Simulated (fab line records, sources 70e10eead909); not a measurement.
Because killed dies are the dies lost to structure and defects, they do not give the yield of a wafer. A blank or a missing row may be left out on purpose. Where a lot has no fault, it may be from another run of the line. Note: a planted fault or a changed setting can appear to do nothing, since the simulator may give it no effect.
Comparing a struck lot with a sound one / flow nandHarc / 15 out of 1302 route steps
Sound: these wafers, L353.1, L353.3, L353.6. Struck: wafer L356.2 (L356.3, L356.5, from the same lot, were not struck and are left out); the cause is given at the end.
At each step with rows: each side's tool, then ch and its chambers, then its first start. Under that, the readings that differ: sound wafers / struck wafers / difference of the means / sigmas: that difference in standard deviations of wafers without a fault.
alike: a reading whose means differ by less than 2 such deviations, as well as words and numbers matching on both sides. not compared: withheld readings; readings where some wafer has no value; bounds like >300 that might hide an equal value; numbers whose values overlap and for which the record gives no deviation.
A row with sigmas, a row that says differs or no value, or rows on one side alone: a step with any of these is where the two part. Numbers that have no deviation but don't overlap get no sigmas and don't part them. A reading missing from all wafers of one side parts the sides only when that side holds two or more wafers.

first, 1 step without rows for these wafers: NHARC_A_DECK1_JOINT_SRD_15.
NHARC_A_DECK1_JOINT_DEP_16: deposits SiO2, target thk 45 nm.
  sound on pecvd-02 ch 0,1,2, day 13 08:22; struck on pecvd-04 ch 1, day 14 14:03
  alike: heaterPowerW, throttleValvePct
  not compared: sinceWetCleanH
NHARC_A_DECK1_JOINT_THK_MEAS_17: measures by ellipsometry.
  struck on filmMetro-01, day 14 14:20; sound on filmMetro-01, day 13 08:37
  alike: thkNm
NHARC_A_DECK1_JOINT_INSPECT_05:
  struck on defectInspect-01, day 14 14:22; sound on defectInspect-02, day 13 08:39
  alike: rawDefectCount
then NHARC_A_ONON_D2_DEP_00 (target thk 1000 nm), 1 step lacking rows for these wafers.
NHARC_A_ONON_D2_THK_MEAS_02: measures by ellipsometry.
  struck on filmMetro-02, day 14 14:56; sound on filmMetro-01, day 13 09:14
  alike: thkNm
then NHARC_A_ONON_D2_DEP_03 (target thk 1000 nm), 1 step lacking rows for these wafers.
NHARC_A_ONON_D2_THK_MEAS_05: measures by ellipsometry.
  struck on filmMetro-01, day 14 15:31; sound on filmMetro-02, day 13 09:47
  alike: thkNm
then NHARC_A_ONON_D2_DEP_06 (target thk 1000 nm), 1 step lacking rows for these wafers.
NHARC_A_ONON_D2_THK_MEAS_08: measures by ellipsometry.
  struck on filmMetro-02, day 14 16:05; sound on filmMetro-02, day 13 10:22
  alike: thkNm
then NHARC_A_ONON_D2_DEP_09 (target thk 1000 nm), 1 step lacking rows for these wafers.
NHARC_A_ONON_D2_THK_MEAS_11: measures by ellipsometry.
  struck on filmMetro-02, day 14 16:39; sound on filmMetro-02, day 13 10:55
  alike: thkNm
NHARC_A_ONON_D2_DEP_12: target thk 1000 nm.
  sound on pecvdOnon-04 ch 0, day 13 10:59; struck on pecvdOnon-04 ch 0, day 14 16:46
NHARC_A_ONON_D2_THK_MEAS_14: measures by ellipsometry.
  struck on filmMetro-02, day 14 17:23; sound on filmMetro-02, day 13 11:29
reading=thkNm (nm); sound=1007 1005 1006; struck=1433; difference=+427; sigmas=+50
  not compared: hold
-- record jumps: 12 days between struck wafers' starts before vs after; left off in module A_ONON_D2, resumes in module END, first step shown is number 1302 of the route --
NHARC_END_SORT_01:
  the record has rows for the struck wafers here (prober-01 ch 0, day 26 18:47) and none for the sound ones

== WHERE THEY PART ==
First at NHARC_A_ONON_D2_THK_MEAS_14; last, within this record, at NHARC_END_SORT_01.

WHY: what the simulator had put in
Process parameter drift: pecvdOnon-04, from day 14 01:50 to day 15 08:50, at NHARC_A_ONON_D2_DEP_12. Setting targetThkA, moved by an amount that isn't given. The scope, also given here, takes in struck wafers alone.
